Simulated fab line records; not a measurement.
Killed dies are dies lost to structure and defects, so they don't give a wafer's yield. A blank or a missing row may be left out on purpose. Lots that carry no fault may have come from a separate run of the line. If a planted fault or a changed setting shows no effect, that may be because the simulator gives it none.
fab line records	flow nand-harc
record: lots: 6	wafers: 18	last-day: 24
route steps=1159 shown P_STI@94 P_GATE@110 END@1159
lots with no fault: from the same line, run without faults
start-h: start of the lot's first displayed wafer, in hours after the record's first day	wait-h: how many hours have passed since the lot's step before this one	" repeats the value in the row above	L1.1+2: a row that stands for several wafers	- value missing, or start not given	* or withheld: withheld	< > ~ a bound
route shown NAME@n: a module of which the file shows steps, and the number in the route of the first	usual: the fault-free wafers' mean and standard deviation	same: alike in all rows	chamber/n: place in a boat	sites: the reading at each site	_std_site: standard deviation across them	_edge_site: inner sites' mean taken away from outer sites' mean	radius-mm: how far each site lies from the wafer's centre	mask NAME#n: copy n	behind: the most recent tool/chamber to have shaped the wafer	hold: the reason the lot was held/the length of the hold in hours/how it ended	device: names the non-switching transistor (n, p or np)	end of line: the tests these same wafers got at the end of their route	a step without rows: its recipe alone	killed: at the first sort, the dies lost to defects and structure; wafer yield is something else	map: per-die view of a wafer (x killed, . not killed, _ where there is no die)
set.NAME: setting as actually run; set.NAME@STEP: the setting as run at that earlier step	model.NAME: the simulator's own value behind a step, which no gauge read
lots at some steps of the route; a table a step, a row a wafer
services: when a tool's chamber went out of use (start-h, in hours from the record's first day, below 0 if earlier), for how many hours, and the reason
== steps ==
step: NHARC_P_STI_PRECLEAN_32
recipe: time-s: *	temp-c: 50	bath-age-min: 0	chemistry: SC1
step: NHARC_P_STI_SRD_23
step: NHARC_P_STI_OCD_MEAS_43
usual: trench-depth-nm: 302/4.5	trench-foot-cd-nm: 158.2/2.3
lot.wafer	tool	chamber	start-h	wait-h	trench-depth-nm	trench-foot-cd-nm
L211.2	ocd-01	-	56.84	-	305	160.0
L211.4	"	-	"	"	301	159.8
L211.5	"	-	"	"	306	157.7
L210.3	ocd-02	-	57.07	-	306	156.4
L210.5	"	-	"	"	303	160.4
L210.6	"	-	"	"	308	158.9
L219.2	ocd-02	-	105.82	-	300	155.9
L219.4	"	-	"	"	306	159.0
L219.6	"	-	"	"	299	157.0
L221.1	ocd-02	-	116.80	-	301	160.3
L221.5	"	-	"	"	303	154.1
L221.6	"	-	"	"	308	161.5
L225.1	ocd-01	-	144.44	-	297	158.0
L225.4	"	-	"	"	299	156.9
L225.5	"	-	"	"	304	155.0
L228.2	ocd-01	-	161.90	-	304	156.3
L228.3	"	-	"	"	306	156.9
L228.5	"	-	"	"	307	155.9
step: NHARC_P_STI_OXIDE_33
recipe: target-thk-a: 100	temp-c: 1000	ox-time-s: 281	material: SiO2
step: NHARC_P_STI_HDPCVD_20
recipe: target-thk-a: withheld	sigma-open-frac: withheld	material: SiO2
step: NHARC_P_STI_ANNEAL_34
recipe: temp-c: 1000	time-s: 1800
step: NHARC_P_STI_CMP_21
recipe: t-overpolish-s: 20	target-thk-nm: 380.67
usual: motor-current-A: 11.7/0.87	overpolish-run-s: 20.000/0.0089	pad-life-wafers: 262/130
lot.wafer	tool	chamber	start-h	wait-h	motor-current-A	overpolish-run-s	pad-life-wafers
L211.2	cmp-04	3	76.09	0.4	11.0	19.994	355
L211.4	"	0	"	"	12.6	20.017	356
L211.5	"	2	"	"	12.1	19.993	-
L210.3	cmp-02	1	76.25	0.6	12.2	20.000	194
L210.6	"	3	"	"	10.0	19.998	-
L210.5	"	0	"	"	12.4	20.003	-
L219.4	cmp-01	0	135.06	0.4	12.5	20.010	260
L219.2	"	1	"	"	13.1	19.983	261
L219.6	"	2	"	"	11.5	20.002	-
L221.1	cmp-01	1	135.19	0.5	12.2	19.986	265
L221.5	"	0	"	"	12.2	20.008	-
L221.6	"	1	"	"	12.7	19.991	-
L225.1	cmp-01	3	159.23	0.5	12.2	20.006	372
L225.4	"	2	"	"	10.9	19.990	375
L225.5	"	3	"	"	11.5	20.000	-
L228.3	cmp-02	2	182.44	0.4	11.2	19.993	295
L228.2	"	0	"	"	12.4	19.988	297
L228.5	"	2	"	"	11.3	19.988	-
step: NHARC_P_STI_SRD_35
step: NHARC_P_STI_ETCH_36
recipe: target-depth-a: 388	chemistry: dHF	material: SiO2
step: NHARC_P_STI_STRIP_24
recipe: temp-c: 160	chemistry: H3PO4	material: Si3N4
step: NHARC_P_STI_ETCH_37
recipe: target-depth-a: 110	chemistry: dHF	material: SiO2
step: NHARC_P_STI_PRECLEAN_38
recipe: time-s: *	temp-c: 50	bath-age-min: 0	chemistry: SC1
usual: bath-guard-temp-C: 50.1/0.59
lot.wafer	tool	chamber	start-h	wait-h	bath-guard-temp-C
L211.5	wet-bench-02	6	76.49	-	51.2
L211.2	"	1	"	"	50.3
L211.4	"	3	"	"	49.9
L210.3	wet-bench-05	0	76.64	-	49.8
L210.5	"	2	"	"	49.7
L210.6	"	3	"	"	50.6
L219.2	wet-bench-02	2	135.43	-	50.0
L219.4	"	4	"	"	50.1
L219.6	"	6	"	"	50.8
L221.5	wet-bench-05	4	135.58	-	51.0
L221.6	"	5	"	"	51.0
L221.1	"	6	"	"	50.5
L225.5	wet-bench-05	7	159.66	-	49.7
L225.1	"	0	"	"	50.2
L225.4	"	2	"	"	49.6
L228.3	wet-bench-06	3	182.83	-	50.0
L228.2	"	5	"	"	49.9
L228.5	"	6	"	"	50.6
step: NHARC_P_STI_SRD_39
step: NHARC_P_STI_OXIDE_40
recipe: target-thk-a: 100	temp-c: 900	ox-time-s: 1362	material: SiO2
step: NHARC_P_STI_INSPECT_25
usual: raw-defect-count: 226/110
lot.wafer	tool	chamber	start-h	wait-h	raw-defect-count
L211.2	defect-inspect-02	-	84.68	0.4	255
L211.4	"	-	"	"	149
L211.5	"	-	"	"	389
L210.3	defect-inspect-01	-	84.68	0.4	292
L210.5	"	-	"	"	368
L210.6	"	-	"	"	234
L219.2	defect-inspect-01	-	143.53	0.4	297
L219.4	"	-	"	"	948
L219.6	"	-	"	"	220
L221.1	defect-inspect-02	-	143.55	0.4	1128
L221.5	"	-	"	"	1174
L221.6	"	-	"	"	1205
L225.1	defect-inspect-01	-	165.76	0.4	1292
L225.4	"	-	"	"	1253
L225.5	"	-	"	"	1250
L228.2	defect-inspect-02	-	195.78	0.4	146
L228.3	"	-	"	"	138
L228.5	"	-	"	"	176
step: NHARC_P_GATE_ETCH_69
recipe: target-depth-a: 140	chemistry: dHF	material: SiO2
step: NHARC_P_GATE_PRECLEAN_70
recipe: time-s: *	temp-c: 50	bath-age-min: 0	chemistry: SC1
step: NHARC_P_GATE_SRD_01
step: NHARC_P_GATE_OXIDE_02
recipe: target-thk-a: 375	temp-c: 950	p-h2o-torr: 720	ox-time-s: 365	material: SiO2
step: NHARC_P_GATE_DEHYDRATE_03
recipe: temp-c: 150	time-s: 120
step: NHARC_P_GATE_HMDS_04
recipe: time-s: 30
step: NHARC_P_GATE_COAT_05
recipe: spin-rpm: 4690
step: NHARC_P_GATE_SOFTBAKE_06
recipe: temp-c: 122	time-s: 95
step: NHARC_P_GATE_EBR_07
step: NHARC_P_GATE_EXPOSE_08
recipe: na: 0.6	dose-mj: 16.75	mask-id: P_HV
step: NHARC_P_GATE_PEB_09
recipe: peb-temp-c: 118	peb-time-s: 85
step: NHARC_P_GATE_DEVELOP_10
recipe: time-s: 70
step: NHARC_P_GATE_CD_MEAS_11
recipe: target-cd-nm: 1640	landing-energy-ev: 500
usual: cd-nm: 1639.4/1.8
lot.wafer	tool	chamber	start-h	wait-h	cd-nm
L211.2	cd-sem-03	0	92.89	-	1638.0
L211.4	"	0	"	"	1639.0
L211.5	"	0	"	"	1637.3
L210.3	cd-sem-01	0	93.06	-	1641.0
L210.5	"	0	"	"	1640.9
L210.6	"	0	"	"	1638.2
L221.1	cd-sem-02	0	151.52	-	1637.8
L221.5	"	0	"	"	1638.4
L221.6	"	0	"	"	1641.1
L219.2	cd-sem-01	0	151.57	-	1640.1
L219.4	"	0	"	"	1639.8
L219.6	"	0	"	"	1640.3
L225.1	cd-sem-03	0	173.70	-	1641.1
L225.4	"	0	"	"	1637.4
L225.5	"	0	"	"	1641.7
L228.2	cd-sem-03	0	204.07	-	1637.5
L228.3	"	0	"	"	1638.8
L228.5	"	0	"	"	1638.9
step: NHARC_P_GATE_HARDBAKE_12
recipe: temp-c: 125	time-s: 80
step: NHARC_P_GATE_DESCUM_13
recipe: time-s: 3	o2-flow-sccm: 200	ar-flow-sccm: 0	bias-power-w: 0	chemistry: O2
usual: chamber-pressure-mTorr: 60.01/0.051	drypump-motor-current-A: 5.9/0.46	oes-product-au: 0.999/0.0092	rf-vpp-V: 57.7/0.91	showerhead-plenum-p-Torr: 1.89/0.084	throttle-valve-pct: 11.311/0.0097
lot.wafer	tool	chamber	start-h	wait-h	chamber-pressure-mTorr	drypump-motor-current-A	oes-product-au	rf-hours-counter-h	rf-vpp-V	showerhead-plenum-p-Torr	throttle-valve-pct
L211.2	rie-diel-05	0	93.07	-	59.92	5.9	0.994	19	58.5	1.80	11.321
L211.4	"	1	"	"	59.95	5.2	0.994	18	56.3	1.81	11.309
L211.5	"	2	"	"	60.01	6.7	0.998	-	57.1	1.83	11.313
L210.3	rie-diel-05	0	93.25	-	59.96	5.9	1.001	19	57.8	1.80	11.305
L210.6	"	1	"	"	60.07	5.2	0.990	-	56.2	1.81	11.310
L210.5	"	2	"	"	60.04	6.7	1.000	-	57.5	1.83	11.293
L221.1	rie-diel-13	2	151.74	-	60.01	5.7	0.998	18	58.4	1.85	11.303
L221.6	"	1	"	"	59.95	5.6	1.003	-	58.4	1.94	11.322
L221.5	"	2	"	"	60.00	5.7	1.016	-	57.3	1.85	11.317
L219.2	rie-diel-13	0	151.81	-	60.03	5.1	1.010	18	57.2	1.84	11.324
L219.4	"	1	"	"	60.00	5.6	1.003	17	56.7	1.94	11.310
L219.6	"	1	"	"	59.95	5.6	1.013	-	57.5	1.94	11.306
L225.1	rie-diel-13	0	173.86	-	60.04	5.1	1.014	27	58.1	1.84	11.325
L225.4	"	1	"	"	59.91	5.6	1.014	27	58.0	1.94	11.307
L225.5	"	0	"	"	59.94	5.1	1.018	-	57.2	1.84	11.318
L228.3	rie-diel-02	3	204.24	-	59.96	5.8	0.994	17	57.4	1.97	11.308
L228.2	"	0	"	"	60.06	6.4	1.002	13	57.3	1.80	11.310
L228.5	"	0	"	"	60.01	6.4	1.008	-	57.6	1.80	11.322
step: NHARC_P_GATE_ETCH_14
recipe: target-depth-a: 488	chemistry: dHF	material: SiO2
step: NHARC_P_GATE_STRIP_15
recipe: time-s: 780	temp-c: 130	chemistry: SPM
step: NHARC_P_GATE_PRECLEAN_71
recipe: time-s: *	temp-c: 50	bath-age-min: 0	chemistry: SC1
step: NHARC_P_GATE_SRD_72
step: NHARC_P_GATE_OXIDE_16
recipe: target-thk-a: 30	temp-c: 875	ox-time-s: 392	material: SiO2
step: NHARC_P_GATE_CVD_17
recipe: target-thk-a: 1500	temp-c: 620	time-s: 900	material: poly-Si
step: NHARC_P_GATE_HM_DEP_102
recipe: target-thk-a: 1200	temp-c: 400	material: aC
usual: throttle-valve-pct: 35.001/0.0087
lot.wafer	tool	chamber	start-h	wait-h	throttle-valve-pct
L211.2	acl-dep-01	0	107.85	0.5	34.989
L211.4	"	0	"	"	35.015
L211.5	"	0	"	"	35.003
L210.3	acl-dep-02	0	107.96	0.6	35.003
L210.5	"	0	"	"	35.003
L210.6	"	0	"	"	34.993
L219.2	acl-dep-03	0	164.52	0.9	35.000
L219.4	"	0	"	"	35.007
L219.6	"	0	"	"	34.989
L221.1	acl-dep-01	0	164.60	1.0	35.004
L221.5	"	0	"	"	34.982
L221.6	"	0	"	"	35.001
L225.1	acl-dep-02	0	188.64	2.9	34.994
L225.4	"	0	"	"	34.987
L225.5	"	0	"	"	35.000
L228.2	acl-dep-01	0	216.77	0.5	34.991
L228.3	"	0	"	"	34.993
L228.5	"	0	"	"	35.003
step: NHARC_P_GATE_DEP_103
recipe: target-thk-a: 300	target-thk-nm: 30	temp-c: 400	flow-sccm: 200	rf-w: 350	material: SiON
usual: heater-power-w: 739/90
lot.wafer	tool	chamber	start-h	wait-h	heater-power-w
L210.3	pecvd-01	1	108.40	0.3	772
L210.5	"	2	"	"	641
L210.6	"	0	"	"	808
L211.2	pecvd-03	1	108.47	0.5	810
L211.4	"	0	"	"	829
L211.5	"	1	"	"	788
L219.2	pecvd-01	0	165.11	0.5	781
L219.4	"	1	"	"	744
L219.6	"	2	"	"	716
L221.1	pecvd-03	1	165.29	0.6	819
L221.5	"	0	"	"	842
L221.6	"	2	"	"	661
L225.1	pecvd-03	1	189.30	0.6	837
L225.4	"	2	"	"	630
L225.5	"	0	"	"	777
L228.2	pecvd-02	1	217.32	0.4	683
L228.3	"	0	"	"	630
L228.5	"	2	"	"	741
step: NHARC_P_GATE_DEHYDRATE_18
recipe: temp-c: 150	time-s: 120
step: NHARC_P_GATE_HMDS_19
recipe: time-s: 30
step: NHARC_P_GATE_COAT_20
recipe: spin-rpm: 1500	resist-thk-nm: 90
step: NHARC_P_GATE_INSPECT_28
usual: raw-defect-count: 6.4/2.7
lot.wafer	tool	chamber	start-h	wait-h	raw-defect-count
L210.3	defect-inspect-01	-	109.21	0.0	5
L210.5	"	-	"	"	6
L210.6	"	-	"	"	7
L211.2	defect-inspect-01	-	109.36	0.0	7
L211.4	"	-	"	"	3
L211.5	"	-	"	"	8
L219.2	defect-inspect-02	-	165.91	0.0	8
L219.4	"	-	"	"	7
L219.6	"	-	"	"	7
L221.1	defect-inspect-01	-	166.06	0.0	1032
L221.5	"	-	"	"	1085
L221.6	"	-	"	"	1037
L225.1	defect-inspect-02	-	190.10	0.0	1023
L225.4	"	-	"	"	1060
L225.5	"	-	"	"	1069
L228.2	defect-inspect-02	-	218.12	0.0	6
L228.3	"	-	"	"	9
L228.5	"	-	"	"	6
step: NHARC_END_SORT_01
recipe: temp-c: 25
usual: killed-at-array: 27/11	killed-at-other: 0.6/0.89	killed-at-periphery: 3.0/2.4	killed-dies: 31/12	killed-open: 3.2/1.6	killed-short: 2.0/1.5
same: gross-dies: 677
lot.wafer	tool	chamber	start-h	wait-h	killed-at-array	killed-at-other	killed-at-periphery	killed-dies	killed-open	killed-short
L210.3	prober-02	0	466.36	3.1	11	0	5	16	5	1
L210.5	prober-02	0	467.97	3.7	16	1	2	19	6	1
L210.6	prober-02	0	468.77	4.0	11	0	3	14	2	3
L211.2	prober-01	0	473.00	2.8	35	0	12	47	5	1
L211.4	prober-01	0	474.60	3.4	33	0	6	39	4	0
L211.5	prober-01	0	475.40	3.7	31	0	3	34	3	0
L221.1	prober-01	0	516.82	2.5	27	0	51	78	4	3
L221.5	prober-01	0	520.02	3.7	32	0	62	94	6	4
L221.6	prober-01	0	520.82	4.0	30	0	32	62	7	2
L219.2	prober-01	0	525.41	2.8	22	0	4	26	2	1
L219.4	prober-01	0	527.03	3.4	35	0	0	35	4	4
L219.6	prober-01	0	528.64	4.0	23	1	0	24	2	1
L225.1	prober-01	0	534.47	2.5	29	4	105	138	1	0
L225.4	prober-01	0	536.89	3.4	28	4	51	83	6	0
L225.5	prober-01	0	537.70	3.7	31	1	47	79	3	5
L228.2	prober-01	0	564.31	2.8	41	1	6	48	3	5
L228.3	prober-01	0	565.11	3.1	29	0	5	34	1	0
L228.5	prober-01	0	566.71	3.7	33	0	9	42	4	4
killed by level:class
L210.3 A_CHANNEL_HOLE_D1:chamber-film-flake=3 A_M0:geometric-particle:open=2 A_CHANNEL_FILL_D1:chamber-film-flake=2 A_STAIRCASE:chamber-film-flake=2 P_CONTACT:geometric-particle:open=1 P_M0:geometric-particle:open=1 A_CONTACT:geometric-particle:short=1 A_CONTACT:geometric-particle:open=1
L210.5 A_CONTACT:geometric-particle:open=3 A_ONON_D1:geometric-particle:open=2 P_GATE:chamber-film-flake=2 A_CHANNEL_HOLE_D1:chamber-film-flake=2 A_CHANNEL_FILL_D1:chamber-film-flake=2 A_STAIRCASE:chamber-film-flake=2 A_CONTACT:chamber-film-flake=2 A_ONON_D1:geometric-particle:short=1
L210.6 A_STAIRCASE:chamber-film-flake=4 P_GATE:chamber-film-flake=2 A_CHANNEL_HOLE_D1:chamber-film-flake=2 A_CHANNEL_HOLE_D1:geometric-particle:short=1 A_CHANNEL_HOLE_D1:geometric-particle:open=1 A_WL_FILL:geometric-particle:short=1 A_BLC:geometric-particle:short=1 A_M0:geometric-particle:open=1
L211.2 A_CHANNEL_HOLE_D1:chamber-film-flake=16 A_STAIRCASE:chamber-film-flake=7 A_SLIT:chamber-film-flake=6 P_M1:chamber-film-flake=3 A_WL_FILL:chamber-film-flake=3 P_CONTACT:geometric-particle:open=2 P_STI:chamber-film-flake=2 P_M0:geometric-particle:short=1
L211.4 A_CHANNEL_HOLE_D1:chamber-film-flake=15 A_STAIRCASE:chamber-film-flake=9 A_SLIT:chamber-film-flake=7 P_M0:geometric-particle:open=3 P_M1:chamber-film-flake=2 P_CONTACT:geometric-particle:open=1 A_ZERO_WELL:chamber-film-flake=1 A_WL_FILL:chamber-film-flake=1
L211.5 A_CHANNEL_HOLE_D1:chamber-film-flake=12 A_STAIRCASE:chamber-film-flake=11 A_SLIT:chamber-film-flake=6 P_ZERO_WELL:geometric-particle:open=1 A_ONON_D1:geometric-particle:open=1 A_CONTACT:geometric-particle:open=1 P_M1:chamber-film-flake=1 P_M2:chamber-film-flake=1
L221.1 P_STI:unspecified=48 A_SLIT:chamber-film-flake=8 A_CHANNEL_HOLE_D1:chamber-film-flake=3 A_SGD_CUT:chamber-film-flake=3 A_CONTACT:chamber-film-flake=3 A_STAIRCASE:chamber-film-flake=2 A_WL_FILL:chamber-film-flake=2 P_GATE:geometric-particle:open=1
L221.5 P_STI:unspecified=55 A_SLIT:chamber-film-flake=7 A_SGD_CUT:chamber-film-flake=5 A_M0:chamber-film-flake=4 P_GATE:chamber-film-flake=3 A_CHANNEL_HOLE_D1:chamber-film-flake=3 A_CONTACT:chamber-film-flake=3 P_CONTACT:geometric-particle:open=2
L221.6 P_STI:unspecified=29 A_SLIT:chamber-film-flake=5 A_SGD_CUT:chamber-film-flake=4 A_ONON_D1:geometric-particle:open=3 A_STAIRCASE:chamber-film-flake=3 A_M0:chamber-film-flake=3 A_CHANNEL_FILL_D1:geometric-particle:open=2 A_CHANNEL_HOLE_D1:chamber-film-flake=2
L219.2 A_CHANNEL_HOLE_D1:chamber-film-flake=12 A_CONTACT:chamber-film-flake=7 P_ZERO_WELL:chamber-film-flake=2 A_SOURCE_PLATE:geometric-particle:open=1 A_ONON_D1:geometric-particle:short=1 A_CONTACT:geometric-particle:open=1 P_GATE:chamber-film-flake=1 P_M0:chamber-film-flake=1
L219.4 A_CHANNEL_HOLE_D1:chamber-film-flake=12 A_CONTACT:chamber-film-flake=11 A_SOURCE_PLATE:geometric-particle:open=2 A_CHANNEL_FILL_D1:geometric-particle:short=2 A_WL_FILL:chamber-film-flake=2 A_SGD_CUT:geometric-particle:short=1 A_SLIT:geometric-particle:open=1 A_WL_FILL:geometric-particle:short=1
L219.6 A_CHANNEL_HOLE_D1:chamber-film-flake=14 A_CONTACT:chamber-film-flake=6 A_CONTACT:geometric-particle:open=1 A_M1:geometric-particle:open=1 STARTING-WAFER:geometric-particle:short=1 A_STAIRCASE:chamber-film-flake=1
L225.1 P_STI:unspecified=96 A_CHANNEL_HOLE_D1:chamber-film-flake=10 A_SLIT:chamber-film-flake=9 P_M2:chamber-film-flake=5 A_STAIRCASE:chamber-film-flake=5 A_CONTACT:chamber-film-flake=4 THIN_TSV:chamber-film-flake=4 P_GATE:chamber-film-flake=2
L225.4 P_STI:unspecified=45 A_SLIT:chamber-film-flake=11 P_M2:chamber-film-flake=4 A_CHANNEL_HOLE_D1:chamber-film-flake=4 A_STAIRCASE:chamber-film-flake=4 THIN_TSV:chamber-film-flake=4 A_CHANNEL_FILL_D1:chamber-film-flake=3 A_WL_FILL:geometric-particle:open=2
L225.5 P_STI:unspecified=38 A_SLIT:chamber-film-flake=16 A_CHANNEL_HOLE_D1:chamber-film-flake=4 A_CONTACT:chamber-film-flake=4 P_M0:geometric-particle:short=2 P_ZERO_WELL:chamber-film-flake=2 P_M2:chamber-film-flake=2 A_STAIRCASE:chamber-film-flake=2
L228.2 A_SLIT:chamber-film-flake=17 A_CHANNEL_HOLE_D1:chamber-film-flake=9 P_CONTACT:chamber-film-flake=4 A_STAIRCASE:chamber-film-flake=3 A_CONTACT:chamber-film-flake=3 A_CHANNEL_FILL_D1:geometric-particle:short=2 A_WL_FILL:geometric-particle:short=2 P_CONTACT:geometric-particle:open=1
L228.3 A_SLIT:chamber-film-flake=14 A_CHANNEL_HOLE_D1:chamber-film-flake=7 P_CONTACT:chamber-film-flake=3 A_CONTACT:chamber-film-flake=3 A_CHANNEL_FILL_D1:chamber-film-flake=2 A_STAIRCASE:chamber-film-flake=2 A_WL_FILL:geometric-particle:open=1 P_STI:chamber-film-flake=1
L228.5 A_SLIT:chamber-film-flake=10 A_CHANNEL_HOLE_D1:chamber-film-flake=9 A_STAIRCASE:chamber-film-flake=6 P_CONTACT:chamber-film-flake=5 P_GATE:geometric-particle:open=2 P_ZERO_WELL:geometric-particle:short=1 A_ONON_D1:geometric-particle:short=1 A_CHANNEL_FILL_D1:geometric-particle:short=1
map L221.5 (x killed, . not)
____________.____________
_________xxx...._________
_______xxxxx......_______
______xxxxxx.......______
_____xxxxx.....x...._____
____xxxxxxx..........____
____xxxxxx...........____
___xxxxxxx............___
___xxxxxxx.x..........___
__...xxxxx........x....__
__...x.................__
_...xx.................._
_.....x......xxx........_
_....x.................._
_...x.....x............._
_...........x..........._
.......x..........x......
.....x...x........x......
.................x.......
.....x....x...x.xxxx.....
.........................
_.................x....._
_........x.............._
_...x..................._
_......................._
_......................._
__.....................__
__...............x.....__
___..............x..xx___
___......x..........xx___
____...............xx____
____...............xx____
_____......x........_____
______.............______
_______..........x_______
_________......._________
____________.____________
map L225.1 (x killed, . not)
____________.____________
_________......._________
_______..........._______
______..........x..______
_____......x........_____
____.................____
____........x........____
___........x..........___
___...................___
__.....................__
__x....................__
_..x...........x........_
_..............x........_
_.x....................._
_.x....................._
_xx....................._
.................x.......
xx...........x...x.......
.x........x......x.......
....x.......x.x..........
...x......xx.x.x.........
_..........xxx.x........_
_.........xxxxxxxx..x..._
_..x.....xxxxxxxx......._
_.........xxxxxxx......._
_.......xxxxxxxxxx......_
__....x.xxxxxxxxxx.....__
__.......xxxxxxxxxx....__
___.......xxxxxxx.x.x.___
___......xxxxxxxxx.xxx___
____......xxxxxxxx..x____
____......xxxxx..x.x.____
_____.....xxxxx.x..._____
______....x..x.x..x______
_______x..x.x....._______
_________......._________
____________.____________
== services ==
tool	chamber	start-h	hours	kind
cmp-02	-	53.36	0.4	repair
pecvd-01	-	56.20	13.0	pm
pecvd-03	0	77.97	9.4	repair
cmp-01	-	81.63	4.0	pm
rie-diel-13	-	99.00	9.0	pm
pecvd-03	-	99.34	0.9	repair
pecvd-03	-	111.03	13.0	pm
rie-diel-05	1	112.26	52.3	repair
cmp-02	-	112.26	1.0	repair
acl-dep-01	-	113.08	13.0	pm
cmp-01	-	121.33	1.1	repair
cmp-02	-	128.52	4.0	pm
cmp-01	-	137.35	0.7	repair
pecvd-03	2	143.64	17.0	repair
cmp-01	-	143.86	4.0	repair
pecvd-03	-	157.55	1.4	repair
cmp-02	-	158.80	0.5	repair
rie-diel-05	-	160.11	0.2	repair
rie-diel-05	-	163.60	9.0	pm
acl-dep-02	-	169.72	13.0	pm
cmp-01	-	171.43	2.1	repair
cmp-01	-	179.63	4.0	pm
wet-bench-02	-	180.00	8.0	pm
wet-bench-05	-	196.80	8.0	pm
== key ==
first-sign: step: NHARC_P_STI_INSPECT_25	reading: raw-defect-count	direction: up	sigmas: 9.1	usual: 226	struck: 1217
effect: step: NHARC_P_GATE_INSPECT_28	reading: raw-defect-count	direction: up	sigmas: 99+	usual: 6.4	struck: 1051
effect: step: NHARC_END_SORT_01	reading: killed-at-periphery	direction: up	sigmas: 23	usual: 3.0	struck: 58
more-kills-born-at: NHARC_P_STI_PRECLEAN_38@wet-bench-05: 311
met-at NHARC_P_STI_PRECLEAN_38
struck-wafers L221.1,L221.5,L221.6,L225.1,L225.4,L225.5
tester-left-out L221,L225
onset-between 76.64 135.58
also-fits NHARC_P_STI_CMP_21:cmp-01
fault: kind: chamber-particle-source	tool: wet-bench-05	chamber: -	onset-h: 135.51	steps: NHARC_P_STI_PRECLEAN_38	rate-per-visit-cm2: 1.6084	end-h: 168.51
tester-left-out: of these lots the tester's yield and bins aren't shown, on N5 and GAA mostly nor the transistor test; their killed dies are dies lost to structure and defects alone, not to doping, threshold or leakage, so they don't give the yield
